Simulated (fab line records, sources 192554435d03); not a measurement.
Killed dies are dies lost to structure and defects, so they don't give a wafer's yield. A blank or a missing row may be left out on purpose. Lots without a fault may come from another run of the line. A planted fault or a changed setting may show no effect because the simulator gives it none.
fab line records | flow n5_finfet
record lots=5 wafers=15 last_day=18
route steps=1938 shown MOL_CONTACT_COAG@541
lots that met no fault: from a run of the same line without faults
start_h: hours from the record's first day to the start of the lot's first wafer shown | wait_h: hours since the lot's step before | " the same as in the row above | L1.1+2: a row that stands for several wafers | - no value, or no start given | * or withheld: withheld | < > ~ a bound
route shown NAME@n: a module of which the file shows steps, and the number in the route of the first | usual: mean/standard deviation of fault-free wafers | same: alike in all rows | chamber/n: place in a boat | sites: the reading at each site | _std_site: their standard deviation | _edge_site: outer sites' mean less inner sites' | radius_mm: how far each site lies from the wafer's centre | mask NAME#n: copy n | behind: the tool/chamber that last shaped the wafer | hold: why the lot was held/for how many hours/how that ended | device: the transistor (n, p or np) that didn't switch | end of line: the same wafers' tests at the end of the route | a step without rows: its recipe alone | killed: dies lost to structure and defects at the first sort, not the wafer's yield | map: a wafer's dies, x killed, . not, _ none there
set.NAME: the setting as run; set.NAME@STEP: as run at that earlier step | model.NAME: the simulator's own value behind a step, which no gauge read
lots at some steps of the route; a table a step, a row a wafer
services: from which hour (start_h, from the record's first day; less than 0 if before it) a tool's chamber was out of use, for how many hours, and why
## steps
# step N5_MOL_CONTACT_COAG_IMPLANT_129
# recipe species=Ge energy_kev=3 dose_cm2=6e+14 tilt_deg=0 rotation_deg=0
# columns lot.wafer tool chamber start_h wait_h
L077.1+3+4 implanter-01 0 107.11 0.0
L084.2+3+4 implanter-02 0 153.77 0.1
L087.1+4+6 implanter-01 0 173.85 0.0
L090.2+5+6 implanter-01 0 192.23 0.1
L097.2+3+4 implanter-02 0 229.99 0.1
# step N5_MOL_CONTACT_COAG_PRECLEAN_111
# recipe chemistry=NF3:NH3 afs_cycles=1 temp_c=30 time_s=20 sublimation_temp_c=180 sublimation_time_s=60 pressure_torr=3 rf_power_w=30
# usual sublimation_temp_c=179.99/0.17
# columns lot.wafer tool chamber start_h wait_h sublimation_temp_c
L077.1 remote_plasma-02 0 107.34 0.2 180.04
L077.3 " 0 " " 180.00
L077.4 " 0 " " 179.92
L084.2 remote_plasma-01 1 154.61 0.8 180.12
L084.3 " 1 " " 180.03
L084.4 " 1 " " 180.09
L087.1 remote_plasma-02 0 174.32 0.4 179.90
L087.4 " 0 " " 179.84
L087.6 " 0 " " 179.84
L090.2 remote_plasma-02 0 194.00 1.7 180.00
L090.5 " 0 " " 180.16
L090.6 " 0 " " 180.10
L097.2 remote_plasma-02 1 231.45 1.4 179.77
L097.3 " 1 " " 180.00
L097.4 " 1 " " 180.04
# step N5_MOL_CONTACT_COAG_TI_SIL_19
# recipe material=Ti target_thk_a=42 temp_c=200 chamber_pressure_pa=5 power_w=5000 time_s=15
# usual throttle_valve_pct=30.0/0.98
# columns lot.wafer tool chamber start_h wait_h throttle_valve_pct
L077.1 pvd_sputter-03 - 107.63 0.3 32.0
L077.3 " - " " 30.5
L077.4 " - " " 29.0
L084.2 pvd_sputter-02 - 155.23 0.6 28.9
L084.3 " - " " 29.3
L084.4 " - " " 29.1
L087.1 pvd_sputter-01 - 174.59 0.2 30.9
L087.4 " - " " 31.9
L087.6 " - " " 30.7
L090.2 pvd_sputter-02 - 194.32 0.3 29.5
L090.5 " - " " 29.3
L090.6 " - " " 29.3
L097.2 pvd_sputter-02 - 231.75 0.3 28.4
L097.3 " - " " 29.6
L097.4 " - " " 29.0
# step N5_MOL_CONTACT_COAG_ALD_20
# recipe material=TiN target_thk_a=15 temp_c=400 ald_precursor_family=TiCl4 ald_co_reactant=NH3 pulse_time_s=1 purge_time_s=3 co_reactant_purge_time_s=2 co_reactant_pulse_time_s=2 ald_cycles=68 pressure_torr=3
# usual heater_power_outer_w=570/88 heater_power_w=899/99 precursor_pulse_height_rel=1.000/0.02
# same pulse_time_s=1
# columns lot.wafer tool chamber start_h wait_h heater_power_outer_w heater_power_w precursor_pulse_height_rel
L077.1 ald_metal-01 3 107.75 0.1 639 965 1.009
L077.3 " 0 " " 588 904 0.961
L077.4 " 1 " " 478 722 1.018
L084.2 ald_metal-03 2 155.35 0.1 545 860 0.983
L084.3 " 1 " " 528 917 1.021
L084.4 " 0 " " 483 768 1.004
L087.1 ald_metal-03 0 174.71 0.1 488 785 1.033
L087.4 " 1 " " 517 945 1.031
L087.6 " 3 " " 711 1009 1.014
L090.2 ald_metal-02 1 194.44 0.1 756 1105 1.010
L090.5 " 3 " " 702 1083 1.001
L090.6 " 2 " " 529 904 0.971
L097.2 ald_metal-03 3 231.87 0.1 686 995 1.018
L097.3 " 2 " " 542 856 1.022
L097.4 " 0 " " 496 797 0.977
# step N5_MOL_CONTACT_COAG_SIL_ANNEAL_21
# recipe temp_c=550 time_s=60 ambient=N2
# usual lamp_power_pct=5.5/0.49 wafer_temp_C_max=553.1/1.7
# columns lot.wafer tool chamber start_h wait_h lamp_power_pct wafer_temp_C_max
L077.1 rtp_anneal-01 0 108.21 0.3 5.9 555.0
L077.3 " 0 " " 5.9 555.5
L077.4 " 0 " " 5.9 553.3
L084.2 rtp_anneal-02 0 155.76 0.2 4.9 551.4
L084.3 " 0 " " 4.9 551.6
L084.4 " 0 " " 4.9 550.9
L087.1 rtp_anneal-01 0 175.15 0.3 5.9 554.9
L087.4 " 0 " " 5.9 554.6
L087.6 " 0 " " 5.9 553.9
L090.2 rtp_anneal-01 0 194.85 0.2 5.9 554.4
L090.5 " 0 " " 5.9 556.4
L090.6 " 0 " " 5.9 555.4
L097.2 rtp_anneal-02 0 232.34 0.3 4.9 551.8
L097.3 " 0 " " 4.9 551.5
L097.4 " 0 " " 4.9 551.4
# step N5_MOL_CONTACT_COAG_PRE_CLEAN_141
# recipe gas=H2/He time_s=60 temp_c=300
# usual heater_power_w=447/51
# columns lot.wafer tool chamber start_h wait_h heater_power_w
L077.1 pvd_sputter-01 - 108.42 0.2 482
L077.3 " - " " 398
L077.4 " - " " 501
L084.2 pvd_sputter-01 - 156.66 0.9 491
L084.3 " - " " 492
L084.4 " - " " 404
L087.1 pvd_sputter-03 - 175.85 0.7 402
L087.4 " - " " 439
L087.6 " - " " 379
L090.2 pvd_sputter-02 - 196.36 1.5 471
L090.5 " - " " 481
L090.6 " - " " 409
L097.2 pvd_sputter-02 - 233.23 0.9 481
L097.3 " - " " 485
L097.4 " - " " 589
# step N5_MOL_CONTACT_COAG_SPUTTER_143
# recipe material=Co target_thk_a=25 temp_c=25 chamber_pressure_pa=0.2
# usual throttle_valve_pct=30.4/1
# columns lot.wafer tool chamber start_h wait_h throttle_valve_pct
L077.1 pvd_sputter-01 - 108.48 0.0 31.7
L077.3 " - " " 31.0
L077.4 " - " " 30.9
L084.2 pvd_sputter-01 - 156.72 0.0 30.7
L084.3 " - " " 31.8
L084.4 " - " " 30.8
L087.1 pvd_sputter-03 - 175.91 0.0 29.3
L087.4 " - " " 29.6
L087.6 " - " " 31.9
L090.2 pvd_sputter-02 - 196.42 0.0 28.9
L090.5 " - " " 29.1
L090.6 " - " " 29.8
L097.2 pvd_sputter-02 - 233.29 0.0 28.8
L097.3 " - " " 29.3
L097.4 " - " " 29.4
# step N5_MOL_CONTACT_COAG_CO_FILL_22
# recipe material=Co target_thk_a=200 temp_c=200 precursor=CCTBA/H2 pressure_torr=30
# usual heater_power_outer_w=119/8.9 heater_power_w=235/17
# columns lot.wafer tool chamber start_h wait_h heater_power_outer_w heater_power_w
L077.1 cvd_co-02 0 108.60 0.1 124 246
L077.3 " 1 " " 110 216
L077.4 " 2 " " 127 242
L084.2 cvd_co-02 1 156.85 0.1 111 219
L084.3 " 0 " " 121 238
L084.4 " 0 " " 121 243
L087.1 cvd_co-02 1 176.03 0.1 112 217
L087.4 " 1 " " 113 222
L087.6 " 2 " " 129 236
L090.2 cvd_co-02 0 196.58 0.1 126 245
L090.5 " 0 " " 121 240
L090.6 " 1 " " 110 220
L097.2 cvd_co-02 0 233.41 0.1 120 237
L097.3 " 2 " " 129 231
L097.4 " 2 " " 127 236
# step N5_MOL_CONTACT_COAG_ANNEAL_113
# recipe temp_c=400 time_s=300 ambient=H2/N2
# usual anneal_temp_c_max=401.9/0.66 lamp_power_pct=2.32/0.21 wafer_temp_C_max=402.1/1.2
# columns lot.wafer tool chamber start_h wait_h anneal_temp_c_max lamp_power_pct wafer_temp_C_max
L077.1 rtp_anneal-01 0 109.22 0.3 400.8 2.52 404.2
L077.3 " 0 " " 401.5 2.52 403.1
L077.4 " 0 " " 400.9 2.52 402.6
L084.2 rtp_anneal-01 0 157.61 0.5 401.5 2.52 402.7
L084.3 " 0 " " 401.2 2.52 403.0
L084.4 " 0 " " 401.2 2.52 402.4
L087.1 rtp_anneal-02 0 176.65 0.3 402.2 2.09 401.1
L087.4 " 0 " " 402.5 2.09 400.8
L087.6 " 0 " " 402.4 2.09 400.6
L090.2 rtp_anneal-01 0 197.83 1.0 401.2 2.52 402.6
L090.5 " 0 " " 402.1 2.52 403.2
L090.6 " 0 " " 400.7 2.52 403.1
L097.2 rtp_anneal-02 0 234.40 0.7 401.9 2.09 401.1
L097.3 " 0 " " 402.8 2.09 401.5
L097.4 " 0 " " 403.3 2.09 401.3
# step N5_MOL_CONTACT_COAG_PRE_CLEAN_142
# recipe gas=H2/He time_s=60 temp_c=300
# usual heater_power_w=450/52
# columns lot.wafer tool chamber start_h wait_h heater_power_w
L077.1 pvd_sputter-02 - 110.36 1.0 487
L077.3 " - " " 599
L077.4 " - " " 425
L084.2 pvd_sputter-03 - 161.52 3.8 394
L084.3 " - " " 439
L084.4 " - " " 424
L087.1 pvd_sputter-01 - 179.22 2.4 400
L087.4 " - " " 498
L087.6 " - " " 487
L090.2 pvd_sputter-02 - 199.79 1.8 575
L090.5 " - " " 415
L090.6 " - " " 463
L097.2 pvd_sputter-03 - 238.62 4.1 434
L097.3 " - " " 398
L097.4 " - " " 401
# step N5_MOL_CONTACT_COAG_SPUTTER_130
# recipe material=Co target_thk_a=475 temp_c=25 chamber_pressure_pa=0.5 power_w=3000
# usual throttle_valve_pct=30.1/0.99
# columns lot.wafer tool chamber start_h wait_h throttle_valve_pct
L077.1 pvd_sputter-02 - 110.42 0.0 29.2
L077.3 " - " " 29.2
L077.4 " - " " 29.2
L084.2 pvd_sputter-03 - 161.58 0.0 29.1
L084.3 " - " " 30.0
L084.4 " - " " 29.4
L087.1 pvd_sputter-01 - 179.28 0.0 30.2
L087.4 " - " " 31.8
L087.6 " - " " 31.6
L090.2 pvd_sputter-02 - 199.85 0.0 29.3
L090.5 " - " " 29.5
L090.6 " - " " 28.5
L097.2 pvd_sputter-03 - 238.68 0.0 29.3
L097.3 " - " " 29.2
L097.4 " - " " 32.1
# step N5_MOL_CONTACT_COAG_PRECLEAN_125
# recipe chemistry=DIW time_s=57.5 temp_c=23
# columns lot.wafer tool chamber start_h wait_h
L077.1+3+4 wet_bench-05 1,6,3 110.55 0.1
L084.2+3+4 wet_bench-05 6,3,2 161.71 0.1
L087.1+4+6 wet_bench-02 2,3,1 179.41 0.1
L090.2+5+6 wet_bench-02 6,0,7 199.98 0.1
L097.2+3+4 wet_bench-02 7,3,4 238.81 0.1
# step N5_MOL_CONTACT_COAG_SRD_126
# recipe dry_time_s=32 dry=n2_spin spin_rpm=1500
# columns lot.wafer tool chamber start_h wait_h
L077.1+3+4 wet_bench-05 1,6,3 110.57 0.0
L084.2+3+4 wet_bench-05 6,3,2 161.73 0.0
L087.1+4+6 wet_bench-02 2,3,1 179.43 0.0
L090.2+5+6 wet_bench-02 6,0,7 200.00 0.0
L097.2+3+4 wet_bench-02 7,3,4 238.83 0.0
# step N5_MOL_CONTACT_COAG_CMP_23
# recipe stop_on=SiO2 t_overpolish_s=1.5 post_cmp_clean=cu_alkaline down_force_psi=2 platen_rpm=50.289 pad_velocity_m_s=1.0006 target_thk_nm=0
# usual motor_current_A=8.0/0.79 overpolish_run_s=1.500/0.0091 time_to_endpoint_s=10.2/2.4
# same t_overpolish_s=1.5
# columns lot.wafer tool chamber start_h wait_h motor_current_A overpolish_run_s time_to_endpoint_s
L077.4 cmp-01 0 110.64 0.1 7.8 1.515 8.6
L077.3 " 1 " " 7.1 1.492 8.8
L077.1 " 2 " " 8.0 1.501 7.0
L084.2 cmp-01 3 161.76 0.0 8.8 1.510 12.3
L084.3 " 0 " " 8.1 1.493 6.3
L084.4 " 2 " " 8.1 1.496 6.7
L087.4 cmp-04 0 179.50 0.1 8.2 1.489 13.1
L087.1 " 1 " " 6.9 1.499 12.8
L087.6 " 0 " " 8.3 1.491 9.6
L090.2 cmp-03 3 200.11 0.1 8.0 1.492 9.3
L090.5 " 1 " " 7.6 1.504 9.7
L090.6 " 2 " " 9.1 1.504 9.9
L097.2 cmp-03 1 238.90 0.1 7.9 1.494 11.6
L097.4 " 2 " " 9.2 1.501 8.4
L097.3 " 3 " " 7.7 1.515 10.2
# step N5_MOL_CONTACT_COAG_WET_ETCH_26
# recipe target=Co target_depth_nm=13
# columns lot.wafer tool chamber start_h wait_h
L077.1+3+4 wet_bench-05 1,3,2 110.95 0.0
L084.2+3+4 wet_bench-02 5,6,4 162.11 0.0
L087.1+4+6 wet_bench-05 6,1,0 179.81 0.0
L090.2+5+6 wet_bench-03 7,1,2 200.51 0.2
L097.2+3+4 wet_bench-03 3,7,0 239.21 0.0
# step N5_MOL_CONTACT_COAG_WET_ETCH_116
# recipe chemistry=SC1-inhibited target_depth_nm=4.6 dry=ipa_marangoni rinse_time_s=30 rinse_temp_c=23
# columns lot.wafer tool chamber start_h wait_h
L077.1+3+4 wet_bench-05 1,3,2 111.10 0.0
L084.2+3+4 wet_bench-02 5,6,4 162.26 0.0
L087.1+4+6 wet_bench-05 6,1,0 179.96 0.0
L090.2+5+6 wet_bench-03 7,1,2 200.66 0.0
L097.2+3+4 wet_bench-03 3,7,0 239.36 0.0
# step N5_MOL_CONTACT_COAG_ALD_27
# recipe material=SiOC target_thk_a=170 temp_c=400 ald_precursor_family=carbosiloxane ald_co_reactant=H2-plasma pulse_time_s=1.5 time_s=2720 purge_time_s=2 co_reactant_purge_time_s=2 ald_cycles=340 pressure_torr=2
# usual heater_power_outer_w=486/38 heater_power_w=827/28 precursor_pulse_height_rel=0.997/0.02
# same pulse_time_s=1.5
# columns lot.wafer tool chamber start_h wait_h heater_power_outer_w heater_power_w precursor_pulse_height_rel
L077.1 ald_sin-03 0 112.71 1.3 493 841 1.002
L077.3 " 1 " " 495 840 0.963
L077.4 " 0 " " 491 837 0.991
L084.2 ald_sin-04 2 162.58 0.0 518 842 0.981
L084.3 " 0 " " 445 805 1.034
L084.4 " 3 " " 427 836 1.009
L087.1 ald_sin-04 2 180.28 0.0 510 830 0.962
L087.4 " 1 " " 446 804 0.985
L087.6 " 2 " " 512 834 1.021
L090.2 ald_sin-04 1 200.98 0.0 451 820 1.010
L090.5 " 0 " " 446 806 1.027
L090.6 " 1 " " 455 808 1.006
L097.2 ald_sin-04 2 239.91 0.3 513 852 0.970
L097.3 " 2 " " 515 848 1.002
L097.4 " 0 " " 455 788 1.026
# step N5_MOL_CONTACT_COAG_CMP_28
# recipe stop_on=SiNx t_overpolish_s=0.85 post_cmp_clean=alkaline_brush down_force_psi=4.15 platen_rpm=51.8 pad_velocity_m_s=1.0307 target_thk_nm=14.522
# usual motor_current_A=12.2/1.3 time_to_endpoint_s=5.8/2.6
# same t_overpolish_s=0.85
# columns lot.wafer tool chamber start_h wait_h motor_current_A time_to_endpoint_s
L077.1 cmp-01 0 114.28 0.8 13.4 6.6
L077.4 " 1 " " 10.8 5.2
L077.3 " 3 " " 13.1 9.8
L084.3 cmp-04 1 164.18 0.8 10.1 7.5
L084.4 " 2 " " 11.4 4.9
L084.2 " 3 " " 14.7 4.9
L087.4 cmp-03 3 181.88 0.8 12.4 2.5
L087.1 " 1 " " 12.6 2.4
L087.6 " 2 " " 14.5 1.0
L090.2 cmp-04 3 202.59 0.8 13.5 3.6
L090.6 " 2 " " 11.1 5.3
L090.5 " 3 " " 13.8 4.4
L097.4 cmp-01 0 242.29 0.8 13.2 6.7
L097.3 " 1 " " 10.9 5.9
L097.2 " 2 " " 11.7 5.4
# step N5_MOL_CONTACT_COAG_THK_MEAS_29
# recipe reads=SiNx_of_GATE_CUT_PECVD_57+SiNx_of_GATE_CUT_SAC_CAP_01
# usual MD_CAP_THK=17.93/0.1
# columns lot.wafer tool chamber start_h wait_h MD_CAP_THK[nm]
L077.1 film_metro-02 - 114.58 - 17.92
L077.3 " - " " 18.00
L077.4 " - " " 17.95
L084.2 film_metro-01 - 164.44 - 17.97
L084.3 " - " " 18.02
L084.4 " - " " 17.94
L087.1 film_metro-01 - 182.14 - 18.06
L087.4 " - " " 17.95
L087.6 " - " " 18.15
L090.2 film_metro-01 - 202.84 - 17.85
L090.5 " - " " 17.99
L090.6 " - " " 18.00
L097.2 film_metro-01 - 242.54 - 17.93
L097.3 " - " " 17.98
L097.4 " - " " 17.92
# step N5_MOL_CONTACT_COAG_ALD_123
# recipe material=SiNx target_thk_a=50 temp_c=400 ald_precursor_family=SiH2I2 ald_co_reactant=N2/H2-plasma pulse_time_s=1 purge_time_s=2 co_reactant_purge_time_s=2 ald_cycles=100 pressure_torr=2
# usual heater_power_outer_w=484/39 heater_power_w=826/36 precursor_pulse_height_rel=0.999/0.02
# same pulse_time_s=1
# columns lot.wafer tool chamber start_h wait_h heater_power_outer_w heater_power_w precursor_pulse_height_rel
L077.1 ald_sin-04 3 114.61 0.0 434 855 1.015
L077.3 " 2 " " 507 837 0.983
L077.4 " 1 " " 454 820 1.004
L084.2 ald_sin-03 2 164.48 0.0 567 831 0.991
L084.3 " 0 " " 479 831 1.034
L084.4 " 1 " " 473 853 0.996
L087.1 ald_sin-03 1 184.76 2.6 492 841 0.969
L087.4 " 3 " " 498 801 0.991
L087.6 " 0 " " 480 851 1.012
L090.2 ald_sin-01 3 202.96 0.1 453 735 0.963
L090.5 " 0 " " 510 861 0.968
L090.6 " 3 " " 441 770 0.968
L097.2 ald_sin-04 2 242.58 0.0 503 847 0.992
L097.3 " 1 " " 442 827 1.014
L097.4 " 1 " " 453 808 0.970
# step N5_MOL_CONTACT_COAG_PECVD_31
# recipe material=SiO2 target_thk_a=460 temp_c=400 precursor=TEOS/O2 pressure_torr=6.5 rf_w=withheld teos_flow_sccm=withheld gas=O2 flow_sccm=2650 time_s=8.9
# columns lot.wafer tool chamber start_h wait_h
L077.1+3+4 pecvd-03 1,0,2 115.12 0.3
L084.2+3+4 pecvd-04 2,1,2 164.98 0.3
L087.1+4+6 pecvd-03 1,0,2 185.26 0.3
L090.2+5+6 pecvd-04 1,2,0 203.46 0.3
L097.2+3+4 pecvd-03 0,2,0 243.08 0.3
# step N5_MOL_CONTACT_COAG_COAT_75
# recipe resist=SOC temp_c=250 time_s=60 spin_rpm=1500 resist_thk_nm=60
# columns lot.wafer tool chamber start_h wait_h
L077.1+3+4 litho_track-03 0 115.17 0.0
L084.2+3+4 litho_track-02 0 165.04 0.0
L087.1+4+6 litho_track-02 0 185.32 0.0
L090.2+5+6 litho_track-05 0 203.52 0.0
L097.2+3+4 litho_track-03 0 243.14 0.0
# step N5_MOL_CONTACT_COAG_COAT_76
# recipe resist=SiARC temp_c=220 time_s=60 spin_rpm=1500 resist_thk_nm=10
# columns lot.wafer tool chamber start_h wait_h
L077.1+3+4 litho_track-03 0 - -
L084.2+3+4 litho_track-02 0 - -
L087.1+4+6 litho_track-02 0 - -
L090.2+5+6 litho_track-05 0 - -
L097.2+3+4 litho_track-03 0 - -
# step N5_MOL_CONTACT_COAG_COAT_77
# recipe resist=underlayer temp_c=205 time_s=60 spin_rpm=1500 resist_thk_nm=10
# columns lot.wafer tool chamber start_h wait_h
L077.1+3+4 litho_track-03 0 - -
L084.2+3+4 litho_track-02 0 - -
L087.1+4+6 litho_track-02 0 - -
L090.2+5+6 litho_track-05 0 - -
L097.2+3+4 litho_track-03 0 - -
# step N5_MOL_CONTACT_COAG_COAT_78
# recipe resist=CAR-EUV spin_rpm=1500 resist_thk_nm=40
# columns lot.wafer tool chamber start_h wait_h
L077.1+3+4 litho_track-03 0 - -
L084.2+3+4 litho_track-02 0 - -
L087.1+4+6 litho_track-02 0 - -
L090.2+5+6 litho_track-05 0 - -
L097.2+3+4 litho_track-03 0 - -
# step N5_MOL_CONTACT_COAG_EBR_80
# recipe solvent=PGMEA ebr_width_mm=1.5
# columns lot.wafer tool chamber start_h wait_h
L077.1+3+4 litho_track-03 0 - -
L084.2+3+4 litho_track-02 0 - -
L087.1+4+6 litho_track-02 0 - -
L090.2+5+6 litho_track-05 0 - -
L097.2+3+4 litho_track-03 0 - -
# step N5_MOL_CONTACT_COAG_SOFTBAKE_79
# recipe temp_c=110 time_s=60 resist=CAR-EUV
# columns lot.wafer tool chamber start_h wait_h
L077.1+3+4 litho_track-03 0 - -
L084.2+3+4 litho_track-02 0 - -
L087.1+4+6 litho_track-02 0 - -
L090.2+5+6 litho_track-05 0 - -
L097.2+3+4 litho_track-03 0 - -
# step N5_MOL_CONTACT_COAG_EXPOSE_81
# recipe mask_id=VG na=0.33 source_shape=annular sigma_inner=0.3 sigma_outer=0.7 polarization=unpolarized defocus_nm=0 dose_mj=59.5
# columns lot.wafer tool chamber start_h wait_h mask
L077.1+3+4 euv_scanner-01 0 115.31 - VG#0
L084.2+3+4 euv_scanner-02 0 165.18 - VG#0
L087.1+4+6 euv_scanner-02 0 185.58 - VG#0
L090.2+5+6 euv_scanner-02 0 203.79 - VG#0
L097.2+3+4 euv_scanner-01 0 243.29 - VG#0
# step N5_MOL_CONTACT_COAG_PEB_82
# recipe peb_temp_c=100 peb_time_s=60 resist=CAR-EUV
# columns lot.wafer tool chamber start_h wait_h
L077.1+3+4 litho_track-03 0 115.39 0.1
L084.2+3+4 litho_track-05 0 165.25 0.1
L087.1+4+6 litho_track-03 0 185.66 0.1
L090.2+5+6 litho_track-02 0 203.86 0.1
L097.2+3+4 litho_track-02 0 243.35 0.1
# step N5_MOL_CONTACT_COAG_DEVELOP_83
# recipe develop_time_s=30 developer=TMAH resist=CAR-EUV rinse_liquid=surfactant_rinse dry=air_spin dev_temp_c=23
# columns lot.wafer tool chamber start_h wait_h
L077.1+3+4 litho_track-03 0 - -
L084.2+3+4 litho_track-05 0 - -
L087.1+4+6 litho_track-03 0 - -
L090.2+5+6 litho_track-02 0 - -
L097.2+3+4 litho_track-02 0 - -
# step N5_MOL_CONTACT_COAG_CD_MEAS_84
# recipe target_cd_nm=25.1 landing_energy_ev=500 detector=se_inlens polarity=opening
# usual cd_nm=25.04/0.26
# columns lot.wafer tool chamber start_h wait_h cd_nm
L077.1 cd_sem-01 0 115.45 - 24.71
L077.3 " 0 " " 24.94
L077.4 " 0 " " 24.53
L084.2 cd_sem-03 0 165.32 - 25.18
L084.3 " 0 " " 24.93
L084.4 " 0 " " 24.77
L087.1 cd_sem-02 0 185.72 - 24.81
L087.4 " 0 " " 24.77
L087.6 " 0 " " 24.62
L090.2 cd_sem-03 0 203.93 - 24.51
L090.5 " 0 " " 25.07
L090.6 " 0 " " 25.26
L097.2 cd_sem-03 0 243.42 - 25.02
L097.3 " 0 " " 24.87
L097.4 " 0 " " 24.82
# step N5_MOL_CONTACT_COAG_OVL_MEAS_85
# recipe points_per_wafer=522
# usual VG_OVL=-0.2/0.65
# columns lot.wafer tool chamber start_h wait_h VG_OVL[nm]
L077.1 overlay-01 0 115.48 0.0 0.2
L077.3 " 0 " " 0.3
L077.4 " 0 " " -0.9
L084.2 overlay-01 0 165.36 0.0 -1.1
L084.3 " 0 " " -0.5
L084.4 " 0 " " -1.4
L087.1 overlay-02 0 185.75 0.0 -0.4
L087.4 " 0 " " 0.1
L087.6 " 0 " " -0.2
L090.2 overlay-01 0 203.96 0.0 -0.7
L090.5 " 0 " " -1.0
L090.6 " 0 " " -0.4
L097.2 overlay-01 0 243.46 0.0 0.1
L097.3 " 0 " " -0.4
L097.4 " 0 " " 0.8
# step N5_MOL_CONTACT_COAG_INSPECT_57
# recipe mode=adi inspect_instrument=brightfield
# usual raw_defect_count=200/49
# columns lot.wafer tool chamber start_h wait_h raw_defect_count
L077.1 defect_inspect-01 - 115.54 0.1 170
L077.3 " - " " 215
L077.4 " - " " 159
L084.2 defect_inspect-02 - 165.41 0.0 257
L084.3 " - " " 230
L084.4 " - " " 213
L087.1 defect_inspect-01 - 185.81 0.1 239
L087.4 " - " " 217
L087.6 " - " " 276
L090.2 defect_inspect-02 - 204.02 0.0 285
L090.5 " - " " 152
L090.6 " - " " 241
L097.2 defect_inspect-01 - 243.51 0.0 147
L097.3 " - " " 135
L097.4 " - " " 152
# step N5_MOL_CONTACT_COAG_DESCUM_88
# recipe chemistry=O2 time_s=7 source_power_w=50 bias_power_w=20 pressure_mtorr=20 rf_frequency_hz=2.712e+07 temp_c=40 resist=CAR-EUV o2_flow_sccm=225
# usual drypump_motor_current_A=5.7/0.54 oes_product_au=0.79/0.11 rf_vpp_V=242.7/1.5 showerhead_plenum_p_Torr=2.07/0.08 throttle_valve_pct=20.38/0.24
# columns lot.wafer tool chamber start_h wait_h drypump_motor_current_A oes_product_au rf_hours_counter_h rf_vpp_V showerhead_plenum_p_Torr throttle_valve_pct
L077.1 rie_diel-01 3 116.23 0.7 6.1 0.67 249 241.8 2.08 20.91
L077.3 " 2 " " 5.1 0.71 227 242.1 2.07 20.40
L077.4 " 0 " " 6.0 0.81 93 242.6 2.09 20.22
L084.2 rie_diel-06 0 165.44 0.0 5.6 1.01 1 245.9 2.24 20.31
L084.3 " 1 " " 4.9 0.82 118 243.8 2.11 20.20
L084.4 " 2 " " 5.5 0.86 55 245.4 2.12 20.68
L087.1 rie_diel-06 2 185.85 0.0 5.5 0.86 62 244.5 2.12 20.68
L087.4 " 1 " " 4.9 0.80 125 242.1 2.10 20.22
L087.6 " 3 " " 5.3 0.93 - 243.2 2.06 20.06
L090.2 rie_diel-02 1 204.05 0.0 5.4 0.65 244 242.3 1.97 20.46
L090.5 " 2 " " 5.4 0.94 - 245.5 2.24 20.33
L090.6 " 3 " " 6.5 0.68 - 240.7 1.96 20.06
L097.2 rie_diel-01 1 243.54 0.0 6.7 0.90 27 243.1 2.04 20.47
L097.3 " 2 " " 5.1 0.94 21 242.4 2.05 19.95
L097.4 " 3 " " 6.1 0.87 37 242.5 2.06 20.56
# step N5_MOL_CONTACT_COAG_ETCH_89
# recipe chemistry=N2/H2 target=underlayer target_depth_a=130 mask_material=CAR-EUV time_s=10.4 ion_energy_ev=200 pressure_mtorr=30 source_w=840 bias_w=150 n2_flow_sccm=200 h2_flow_sccm=200 ends=cleared
# usual drypump_motor_current_A=5.7/0.54 etch_rf_on_time_s=10.45/0.22 oes_product_au=0.68/0.091 rf_vpp_V=523.1/2.7 showerhead_plenum_p_Torr=2.51/0.092 throttle_valve_pct=17.84/0.21
# columns lot.wafer tool chamber start_h wait_h drypump_motor_current_A etch_rf_on_time_s oes_product_au rf_hours_counter_h rf_vpp_V showerhead_plenum_p_Torr throttle_valve_pct
L077.1 rie_diel-01 3 116.27 0.0 6.1 10.37 0.58 249 522.8 2.50 18.16
L077.3 " 2 " " 5.1 10.34 0.60 227 524.1 2.51 17.84
L077.4 " 0 " " 6.0 10.78 0.68 93 524.5 2.56 17.71
L084.2 rie_diel-06 0 165.48 0.0 5.6 10.40 0.85 1 528.8 2.72 17.73
L084.3 " 1 " " 4.9 10.48 0.68 118 524.4 2.55 17.60
L084.4 " 2 " " 5.5 10.54 0.73 55 523.4 2.58 18.02
L087.1 rie_diel-06 2 185.88 0.0 5.5 10.48 0.71 62 524.0 2.58 18.04
L087.4 " 1 " " 4.9 10.55 0.68 125 524.0 2.55 17.59
L087.6 " 3 " " 5.3 10.04 0.80 - 522.0 2.49 17.46
L090.2 rie_diel-02 1 204.08 0.0 5.4 10.83 0.56 244 520.9 2.38 17.86
L090.5 " 2 " " 5.4 10.45 0.80 - 529.5 2.72 17.74
L090.6 " 3 " " 6.5 10.35 0.59 - 519.5 2.43 17.89
L097.2 rie_diel-01 1 243.58 0.0 6.7 10.31 0.77 27 521.4 2.48 17.86
L097.3 " 2 " " 5.1 10.20 0.80 21 522.0 2.49 17.40
L097.4 " 3 " " 6.1 10.13 0.75 37 521.5 2.49 17.79
## services
# columns tool chamber start_h hours kind
cmp-04 - 84.45 7.3 pm
ald_sin-04 - 85.71 14.0 pm
pvd_sputter-01 - 99.50 4.9 repair
pecvd-03 - 99.55 2.8 pm
cmp-01 - 102.37 1.4 repair
ald_metal-03 1 104.34 27.6 repair
rie_diel-01 - 105.62 2.8 pm
wet_bench-05 - 106.12 1.9 pm
euv_scanner-02 - 107.83 7.3 repair
ald_sin-04 0 125.72 10.5 repair
implanter-01 - 131.29 2.1 repair
implanter-01 - 142.18 2.9 repair
cmp-04 - 142.39 1.4 repair
cmp-04 - 143.81 4.8 pm
pvd_sputter-02 - 157.68 14.3 repair
cvd_co-02 2 170.31 5.1 repair
remote_plasma-02 - 181.22 3.8 repair
cvd_co-02 2 189.78 8.0 repair
pvd_sputter-02 - 207.32 1.6 repair
cmp-01 - 209.41 4.0 pm
rie_diel-06 2 212.80 6.6 repair
rie_diel-01 0 231.78 6.0 repair
ald_sin-04 1 232.00 10.4 repair
ald_sin-04 3 238.99 12.5 repair
## key
fault none
